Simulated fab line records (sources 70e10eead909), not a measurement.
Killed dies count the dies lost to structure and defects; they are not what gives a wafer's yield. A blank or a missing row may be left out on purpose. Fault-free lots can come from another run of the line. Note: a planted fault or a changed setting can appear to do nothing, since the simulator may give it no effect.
Matching of chambers ; flow nand_harc ; NHARC_A_CHANNEL_HOLE_D1_ETCH_44 on rie_diel-01 has 4 sister chambers
The step etches the open film in CF4/O2, target depth 140 nm, overetch 14 nm, time 77 s. 14 wafers are shown with their chamber, then 7 later ones without.

## EACH WAFER AND ITS CHAMBER
wafer;chamber;oes_product_au (a.u.);showerhead_plenum_p_Torr (Torr);rf_vpp_V (V)
L076.1;3;1.013;1.24;195.2
L076.2;2;1.001;1.25;196.3
L076.5;3;1.013;1.24;195.4
L079.2;1;1.011;1.27;194.8
L079.5;2;1.012;1.25;197.4
L079.6;3;0.999;1.44;201.0
L080.1;0;0.992;1.36;199.1
L080.3;2;1.012;1.25;194.3
L080.5;0;0.985;1.36;197.8
L082.1;2;1.010;1.25;198.2
L082.4;0;0.988;1.36;197.2
L082.6;3;0.995;1.44;199.7
L087.1;3;0.998;1.44;199.6
L087.2;0;0.982;1.35;197.5

SIGNATURES, as means of the wafers listed above
reading;chamber 0;chamber 1;chamber 2;chamber 3;scatter within a chamber
oes_product_au;0.98675;1.01100;1.00875;1.00360;0.00664
showerhead_plenum_p_Torr;1.3575;1.2700;1.2500;1.3600;0.0693
rf_vpp_V;197.900;194.800;196.550;198.180;1.99
Rule: a wafer's distance from a chamber is the root of the sum, over the readings, of the square of ((its reading less the chamber's mean) divided by the reading's scatter). If the next closest chamber is less than 2 further off than the closest, the wafer can't be placed; otherwise it belongs to the closest. How the scatter is found: for the shown wafers, subtract from each reading the mean of its chamber, square and add these, divide the total by (wafers less chambers), then take the root.

## WAFERS MISSING THEIR CHAMBER
wafer;oes_product_au (a.u.);showerhead_plenum_p_Torr (Torr);rf_vpp_V (V)
L087.6;1.008;1.44;199.1
L089.1;1.003;1.44;199.1
L089.3;0.981;1.35;199.1
L089.6;1.022;1.24;196.2
L091.3;0.991;1.35;198.6
L091.4;1.014;1.26;196.4
L091.6;1.000;1.44;199.2

## WHICH CHAMBER EACH WENT THROUGH
wafer;from the rows above;in truth
L087.6;can't be placed: 3 or 2 or 1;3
L089.1;can't be placed: 3 or 0 or 2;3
L089.3;0;0
L089.6;can't be placed: 1 or 2 or 3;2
L091.3;can't be placed: 0 or 3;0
L091.4;can't be placed: 2 or 1 or 3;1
L091.6;can't be placed: 3 or 0 or 2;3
Correct placement for 1 of the 7. These rows do not allow placing 6 (true chamber among the candidates in 6). 0 placed wrongly.
